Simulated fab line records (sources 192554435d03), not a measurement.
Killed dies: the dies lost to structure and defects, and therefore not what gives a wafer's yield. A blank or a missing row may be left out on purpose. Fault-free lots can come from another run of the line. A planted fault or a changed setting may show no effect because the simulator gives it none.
Lot-split experiment || flow n5_finfet || 21 wafers read across 7 lots, on a route 1938 steps long

== THE SPLIT ITSELF ==
At N5_BEOL_M7_COAT_64 (time 60 s, resist thk 12 nm), the setting spin_rpm was moved away from the recipe's 1500 rpm on 6 of the 21 wafers read, by -9.4% to +5.7%. The other wafers ran this setting at the recipe's value.

Reading taken at the split's own step.

== THE READING ==
SiARC_of_BEOL_M7_COAT_64.thk_nm (the simulator's own value, which no gauge read), in nm, at N5_BEOL_M7_COAT_64 (time 60 s, resist thk 12 nm). The file gives no usual value for it.

{"wafer": "L075.2", "tool, chamber at the split": "litho_track-04, 0", "spin_rpm as run, rpm": 1500, "against the recipe": "recipe", "SiARC_of_BEOL_M7_COAT_64.thk_nm, nm": 12, "against lot-mates on the recipe": "-"}
{"wafer": "L075.3", "tool, chamber at the split": "litho_track-04, 0", "spin_rpm as run, rpm": 1500, "against the recipe": "recipe", "SiARC_of_BEOL_M7_COAT_64.thk_nm, nm": 12, "against lot-mates on the recipe": "-"}
{"wafer": "L075.4", "tool, chamber at the split": "litho_track-04, 0", "spin_rpm as run, rpm": 1500, "against the recipe": "recipe", "SiARC_of_BEOL_M7_COAT_64.thk_nm, nm": 12, "against lot-mates on the recipe": "-"}
{"wafer": "L078.1", "tool, chamber at the split": "litho_track-04, 0", "spin_rpm as run, rpm": 1500, "against the recipe": "recipe", "SiARC_of_BEOL_M7_COAT_64.thk_nm, nm": 12, "against lot-mates on the recipe": "-"}
{"wafer": "L078.3", "tool, chamber at the split": "litho_track-04, 0", "spin_rpm as run, rpm": 1387, "against the recipe": "-7.5%", "SiARC_of_BEOL_M7_COAT_64.thk_nm, nm": 12.4, "against lot-mates on the recipe": "+0.4"}
{"wafer": "L078.6", "tool, chamber at the split": "litho_track-04, 0", "spin_rpm as run, rpm": 1387, "against the recipe": "-7.5%", "SiARC_of_BEOL_M7_COAT_64.thk_nm, nm": 12.4, "against lot-mates on the recipe": "+0.4"}
{"wafer": "L077.1", "tool, chamber at the split": "litho_track-03, 0", "spin_rpm as run, rpm": 1371, "against the recipe": "-8.6%", "SiARC_of_BEOL_M7_COAT_64.thk_nm, nm": 12.6, "against lot-mates on the recipe": "+0.6"}
{"wafer": "L077.3", "tool, chamber at the split": "litho_track-03, 0", "spin_rpm as run, rpm": 1500, "against the recipe": "recipe", "SiARC_of_BEOL_M7_COAT_64.thk_nm, nm": 12, "against lot-mates on the recipe": "-"}
{"wafer": "L077.4", "tool, chamber at the split": "litho_track-03, 0", "spin_rpm as run, rpm": 1500, "against the recipe": "recipe", "SiARC_of_BEOL_M7_COAT_64.thk_nm, nm": 12, "against lot-mates on the recipe": "-"}
{"wafer": "L084.2", "tool, chamber at the split": "litho_track-01, 0", "spin_rpm as run, rpm": 1500, "against the recipe": "recipe", "SiARC_of_BEOL_M7_COAT_64.thk_nm, nm": 12, "against lot-mates on the recipe": "-"}
{"wafer": "L084.4", "tool, chamber at the split": "litho_track-01, 0", "spin_rpm as run, rpm": 1500, "against the recipe": "recipe", "SiARC_of_BEOL_M7_COAT_64.thk_nm, nm": 12, "against lot-mates on the recipe": "-"}
{"wafer": "L084.6", "tool, chamber at the split": "litho_track-01, 0", "spin_rpm as run, rpm": 1407, "against the recipe": "-6.2%", "SiARC_of_BEOL_M7_COAT_64.thk_nm, nm": 12.4, "against lot-mates on the recipe": "+0.4"}
{"wafer": "L087.1", "tool, chamber at the split": "litho_track-04, 0", "spin_rpm as run, rpm": 1500, "against the recipe": "recipe", "SiARC_of_BEOL_M7_COAT_64.thk_nm, nm": 12, "against lot-mates on the recipe": "-"}
{"wafer": "L087.5", "tool, chamber at the split": "litho_track-04, 0", "spin_rpm as run, rpm": 1500, "against the recipe": "recipe", "SiARC_of_BEOL_M7_COAT_64.thk_nm, nm": 12, "against lot-mates on the recipe": "-"}
{"wafer": "L087.6", "tool, chamber at the split": "litho_track-04, 0", "spin_rpm as run, rpm": 1500, "against the recipe": "recipe", "SiARC_of_BEOL_M7_COAT_64.thk_nm, nm": 12, "against lot-mates on the recipe": "-"}
{"wafer": "L088.2", "tool, chamber at the split": "litho_track-04, 0", "spin_rpm as run, rpm": 1586, "against the recipe": "+5.7%", "SiARC_of_BEOL_M7_COAT_64.thk_nm, nm": 11.6, "against lot-mates on the recipe": -0.4}
{"wafer": "L088.3", "tool, chamber at the split": "litho_track-04, 0", "spin_rpm as run, rpm": 1500, "against the recipe": "recipe", "SiARC_of_BEOL_M7_COAT_64.thk_nm, nm": 12, "against lot-mates on the recipe": "-"}
{"wafer": "L088.6", "tool, chamber at the split": "litho_track-04, 0", "spin_rpm as run, rpm": 1500, "against the recipe": "recipe", "SiARC_of_BEOL_M7_COAT_64.thk_nm, nm": 12, "against lot-mates on the recipe": "-"}
{"wafer": "L091.1", "tool, chamber at the split": "litho_track-04, 0", "spin_rpm as run, rpm": 1359, "against the recipe": "-9.4%", "SiARC_of_BEOL_M7_COAT_64.thk_nm, nm": 12.6, "against lot-mates on the recipe": "+0.6"}
{"wafer": "L091.4", "tool, chamber at the split": "litho_track-04, 0", "spin_rpm as run, rpm": 1500, "against the recipe": "recipe", "SiARC_of_BEOL_M7_COAT_64.thk_nm, nm": 12, "against lot-mates on the recipe": "-"}
{"wafer": "L091.6", "tool, chamber at the split": "litho_track-04, 0", "spin_rpm as run, rpm": 1500, "against the recipe": "recipe", "SiARC_of_BEOL_M7_COAT_64.thk_nm, nm": 12, "against lot-mates on the recipe": "-"}

THE FIT
A straight line over all 21 wafers: SiARC_of_BEOL_M7_COAT_64.thk_nm changes by -0.0627 nm for each +1% of spin_rpm; r = -0.99; the points scatter about the line by 0.029 nm.
The same after taking each lot's own level away (the mean of its wafers on the recipe; 21 wafers): -0.0627 nm for each +1%; r = -0.99; scatter 0.029 nm.
On that fit, the largest move of spin_rpm shifts the reading by 0.59 nm.
The lots' own levels span 12.00 to 12.00 nm.
Hence the lot-to-lot level has little effect on the slope; both slopes agree.
Check: with one of the wafers moved furthest among these (-9.4%) left out of the fit, the line predicts +0.579 nm for it against its lot-mates. Against them it came out at +0.6 nm.

== ADDITIONAL SPLITS CARRIED BY THESE WAFERS ==
Before the reading, these wafers also passed through other splits. Each is held against what the fit with the lots' levels taken away leaves over:
{"other split on the same wafers": "N5_BEOL_M5_COAT_74 spin_rpm", "wafers away from the commonest value": 7, "r with SiARC_of_BEOL_M7_COAT_64.thk_nm (lot level and that fit taken away)": "+0.00"}
{"other split on the same wafers": "N5_BEOL_M6_ILD_DEP_00 time_s", "wafers away from the commonest value": 5, "r with SiARC_of_BEOL_M7_COAT_64.thk_nm (lot level and that fit taken away)": -0.05}
{"other split on the same wafers": "N5_BEOL_M6_COAT_05 spin_rpm", "wafers away from the commonest value": 2, "r with SiARC_of_BEOL_M7_COAT_64.thk_nm (lot level and that fit taken away)": "+0.05"}
{"other split on the same wafers": "N5_BEOL_M7_PECVD_70 temp_c", "wafers away from the commonest value": 11, "r with SiARC_of_BEOL_M7_COAT_64.thk_nm (lot level and that fit taken away)": -0.18}
{"other split on the same wafers": "N5_BEOL_M7_HM_DEP_02 target_thk_a", "wafers away from the commonest value": 6, "r with SiARC_of_BEOL_M7_COAT_64.thk_nm (lot level and that fit taken away)": -0.16}

== FILE'S OWN FIT ==
SiARC_of_BEOL_M7_COAT_64.thk_nm changes by -0.064 nm for each +1% of spin_rpm, r = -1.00.
